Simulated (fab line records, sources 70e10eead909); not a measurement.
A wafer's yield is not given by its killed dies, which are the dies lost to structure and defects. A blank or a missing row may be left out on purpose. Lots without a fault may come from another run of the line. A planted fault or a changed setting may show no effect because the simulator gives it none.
3 desks, one fault    flow nand harc    each desk holds nothing but its own numbers, with what lay behind them at the end

## METROLOGY DESK
Lot by lot, what the gauges showed, no matter which tool ran the lot: averages of those sampled wafers that carry a number. Any lot whose mean is over 4 standard deviations away from the usual mean is out of limits and marked OUT; that distance is given in the brackets.
Columns: A = thk nm at NHARC_A_ONON_D2_THK_MEAS_02, usual 1001 nm; B = thk nm at NHARC_A_ONON_D2_THK_MEAS_05, usual 1000 nm; C = thk nm at NHARC_A_ONON_D2_THK_MEAS_08, usual 999 nm; D = thk nm at NHARC_A_ONON_D2_THK_MEAS_11, usual 1003 nm; E = thk nm at NHARC_A_ONON_D2_THK_MEAS_14, usual 1002 nm; F = thk nm at NHARC_A_ONON_D2_THK_MEAS_18, usual 1000 nm
lot   first seen here  A     B     C     D     E     F
L320  day 13 01:59     1012  1006  996   1001  995   1013
L322  day 13 07:48     1009  1011  983   1006  1003  1019
L327  day 15 21:38     998   990   1010  1014  1004  1010
L336  day 19 20:32     1002  1003  999   997   1020  1400 (+40) OUT
L338  day 20 14:32     991   1012  1003  995   972   1382 (+39) OUT
L341  day 21 23:22     1003  1002  992   983   999   984
This desk's finding: out of limits on L336, L338; first on L336, day 20 07:19 (thk nm at NHARC_A_ONON_D2_THK_MEAS_18). In limits: L320, L322, L327, L341.

## FOR THE TOOL OWNER'S DESK: pecvd onon-03
The tool's own readings at NHARC_A_ONON_D2_DEP_16 (target thk 1000 nm): means of the sampled wafers that have a number, for each lot that ran on this tool. Any lot whose mean is over 4 standard deviations away from the usual mean is out of limits and marked OUT; that distance is given in the brackets.
Columns: A = nh3 flow sccm at NHARC_A_ONON_D2_DEP_16, usual 500.2 sccm
lot   first seen here  A
L327  day 16 07:15     499.7
L336  day 20 06:58     501.2
L338  day 20 23:45     501.1
This desk's finding: nothing out of limits on any of the 3 lots.

## THE DEFECT DESK
Per lot, the means of the sampled wafers with a number show what the inspections along the route counted. Any lot whose mean is over 4 standard deviations away from the usual mean is out of limits and marked OUT; that distance is given in the brackets.
Columns: A = raw defect count at NHARC_A_DECK1_JOINT_INSPECT_05, usual 317
lot   first seen here  A
L320  day 13 01:25     222
L322  day 13 07:13     406
L327  day 15 21:04     396
L336  day 19 19:58     304
L338  day 20 13:58     273
L341  day 21 22:48     728
This desk's finding: nothing out of limits on any of the 6 lots.

## ALL TOGETHER
At day 20 07:19 the metrology desk could have sounded an alarm, on L336, L338.
The tool owner's desk saw nothing out of limits.
Nothing the defect desk looked at was out of limits.
Tool owner's desk: L336, L338 on record, inside its limits.
The defect desk has L336, L338 on record, within its limits.
NHARC_A_ONON_D2_DEP_16 was run on pecvd onon-03 by each of the lots named.

## WHAT HAD BEEN PUT IN BY THE SIMULATOR
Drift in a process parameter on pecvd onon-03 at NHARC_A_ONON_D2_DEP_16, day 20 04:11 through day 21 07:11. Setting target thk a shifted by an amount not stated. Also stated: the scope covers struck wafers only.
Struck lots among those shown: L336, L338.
Per desk, hours elapsed from the start of the fault to the first reading out of limits: for the metrology desk, 3.
